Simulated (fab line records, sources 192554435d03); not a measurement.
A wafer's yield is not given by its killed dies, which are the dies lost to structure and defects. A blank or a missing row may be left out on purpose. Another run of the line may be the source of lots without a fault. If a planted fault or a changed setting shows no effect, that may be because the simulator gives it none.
Split-lot study || flow n5Finfet || 21 wafers read from 7 lots, route of 1938 steps

THE SPLIT
At N5_BEOL_M10_VIA_ETCH_34 (etches SiCOH lowk in C4F6/O2, target depth 184.5 nm, time 69.2 s), the setting biasW was moved away from the recipe's 185 W on 8 of the 21 wafers read, by -13.7% to +11.4%. This setting was run at the recipe's value on the other wafers.

The split's own step is where the reading is taken.

THE READING
rfVppV, in V, at N5_BEOL_M10_VIA_ETCH_34 (etches SiCOH lowk in C4F6/O2, target depth 184.5 nm, time 69.2 s). Fault-free wafers of this fab line usually give 665 V, standard deviation 13 V.

{"wafer": "L077.2", "tool, chamber at the split": "rieDiel-01, 0", "biasW as run, W": 185, "against the recipe": "recipe", "rfVppV, V": 682, "against lot-mates on the recipe": "-"}
{"wafer": "L077.3", "tool, chamber at the split": "rieDiel-01, 3", "biasW as run, W": 185, "against the recipe": "recipe", "rfVppV, V": 673, "against lot-mates on the recipe": "-"}
{"wafer": "L077.5", "tool, chamber at the split": "rieDiel-01, 1", "biasW as run, W": 185, "against the recipe": "recipe", "rfVppV, V": 685, "against lot-mates on the recipe": "-"}
{"wafer": "L078.2", "tool, chamber at the split": "rieDiel-05, 3", "biasW as run, W": 185, "against the recipe": "recipe", "rfVppV, V": 664, "against lot-mates on the recipe": "-"}
{"wafer": "L078.3", "tool, chamber at the split": "rieDiel-05, 0", "biasW as run, W": 159.7, "against the recipe": "-13.7%", "rfVppV, V": 573, "against lot-mates on the recipe": -91}
{"wafer": "L078.5", "tool, chamber at the split": "rieDiel-05, 1", "biasW as run, W": 159.7, "against the recipe": "-13.7%", "rfVppV, V": 578, "against lot-mates on the recipe": -86}
{"wafer": "L080.2", "tool, chamber at the split": "rieDiel-03, 3", "biasW as run, W": 160.7, "against the recipe": "-13.1%", "rfVppV, V": 585, "against lot-mates on the recipe": -73}
{"wafer": "L080.3", "tool, chamber at the split": "rieDiel-03, 1", "biasW as run, W": 185, "against the recipe": "recipe", "rfVppV, V": 658, "against lot-mates on the recipe": "-"}
{"wafer": "L080.4", "tool, chamber at the split": "rieDiel-03, 0", "biasW as run, W": 160.7, "against the recipe": "-13.1%", "rfVppV, V": 599, "against lot-mates on the recipe": -59}
{"wafer": "L079.3", "tool, chamber at the split": "rieDiel-01, 0", "biasW as run, W": 185, "against the recipe": "recipe", "rfVppV, V": 681, "against lot-mates on the recipe": "-"}
{"wafer": "L079.4", "tool, chamber at the split": "rieDiel-01, 3", "biasW as run, W": 185, "against the recipe": "recipe", "rfVppV, V": 674, "against lot-mates on the recipe": "-"}
{"wafer": "L079.6", "tool, chamber at the split": "rieDiel-01, 1", "biasW as run, W": 185, "against the recipe": "recipe", "rfVppV, V": 684, "against lot-mates on the recipe": "-"}
{"wafer": "L086.1", "tool, chamber at the split": "rieDiel-03, 3", "biasW as run, W": 185, "against the recipe": "recipe", "rfVppV, V": 654, "against lot-mates on the recipe": "-"}
{"wafer": "L086.2", "tool, chamber at the split": "rieDiel-03, 1", "biasW as run, W": 160.4, "against the recipe": "-13.3%", "rfVppV, V": 586, "against lot-mates on the recipe": -68}
{"wafer": "L086.3", "tool, chamber at the split": "rieDiel-03, 2", "biasW as run, W": 160.4, "against the recipe": "-13.3%", "rfVppV, V": 583, "against lot-mates on the recipe": -71}
{"wafer": "L090.3", "tool, chamber at the split": "rieDiel-01, 2", "biasW as run, W": 185, "against the recipe": "recipe", "rfVppV, V": 660, "against lot-mates on the recipe": "-"}
{"wafer": "L090.5", "tool, chamber at the split": "rieDiel-01, 0", "biasW as run, W": 185, "against the recipe": "recipe", "rfVppV, V": 679, "against lot-mates on the recipe": "-"}
{"wafer": "L090.6", "tool, chamber at the split": "rieDiel-01, 2", "biasW as run, W": 185, "against the recipe": "recipe", "rfVppV, V": 659, "against lot-mates on the recipe": "-"}
{"wafer": "L091.1", "tool, chamber at the split": "rieDiel-03, 3", "biasW as run, W": 185, "against the recipe": "recipe", "rfVppV, V": 655, "against lot-mates on the recipe": "-"}
{"wafer": "L091.4", "tool, chamber at the split": "rieDiel-03, 1", "biasW as run, W": 206.1, "against the recipe": "+11.4%", "rfVppV, V": 715, "against lot-mates on the recipe": "+60"}
{"wafer": "L091.6", "tool, chamber at the split": "rieDiel-03, 1", "biasW as run, W": 206.1, "against the recipe": "+11.4%", "rfVppV, V": 715, "against lot-mates on the recipe": "+60"}

THE FIT
A straight line over all 21 wafers: rfVppV changes by +5.75 V for each +1% of biasW; r = +0.97; the points scatter about the line by 12 V.
The same after taking each lot's own level away (the mean of its wafers on the recipe; 21 wafers): +5.51 V for each +1%; r = +0.99; scatter 7.1 V.
That fit puts the effect of the largest move of biasW on the reading at 75 V.
The span of the lots' own levels, 654.0 to 680.0 V, comes to 2.0 times the standard deviation stated above.
So the lot-to-lot level changes the slope little: the two slopes agree.
Check: with one of the wafers moved furthest among these (-13.7%) left out of the fit, the line predicts -73.2 V for it against its lot-mates. Against them it came out at -91 V.
Tool readings at the split's step, against how far the setting was moved: rfVppV r = +0.97.

OTHER SPLITS APPLIED TO THESE WAFERS
Other splits were also applied to these wafers ahead of the reading. Each is held against what the fit with the lots' levels taken away leaves over:
{"other split on the same wafers": "N5_BEOL_M8_ETCH_61 biasW", "wafers away from the commonest value": 4, "r with rfVppV (lot level and that fit taken away)": -0.34}
{"other split on the same wafers": "N5_BEOL_M8_ETCH_62 sourceW", "wafers away from the commonest value": 6, "r with rfVppV (lot level and that fit taken away)": -0.05}
{"other split on the same wafers": "N5_BEOL_M9_HM_DEP_02 targetThkA", "wafers away from the commonest value": 10, "r with rfVppV (lot level and that fit taken away)": "+0.41"}
{"other split on the same wafers": "N5_BEOL_M9_DESCUM_16 timeS", "wafers away from the commonest value": 5, "r with rfVppV (lot level and that fit taken away)": "+0.06"}

THE WHOLE CHAIN: every reading that the file lists as answering this split, in the file's order
{"step": "N5_BEOL_M10_VIA_ETCH_34", "what it does": "etches SiCOH lowk in C4F6/O2, target depth 184.5 nm, time 69.2 s", "reading": "rfVppV", "change (the file's fit)": "+5.56 V for each +1% of the setting", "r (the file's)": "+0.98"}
{"step": "N5_BEOL_M10_VIA_ETCH_34", "what it does": "etches SiCOH lowk in C4F6/O2, target depth 184.5 nm, time 69.2 s", "reading": "etch.depthNm (the simulator's own value, which no gauge read)", "change (the file's fit)": "+0.858 nm for each +1% of the setting", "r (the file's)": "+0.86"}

THE FILE'S OWN FIT
rfVppV changes by +5.56 V for each +1% of biasW, r = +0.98.
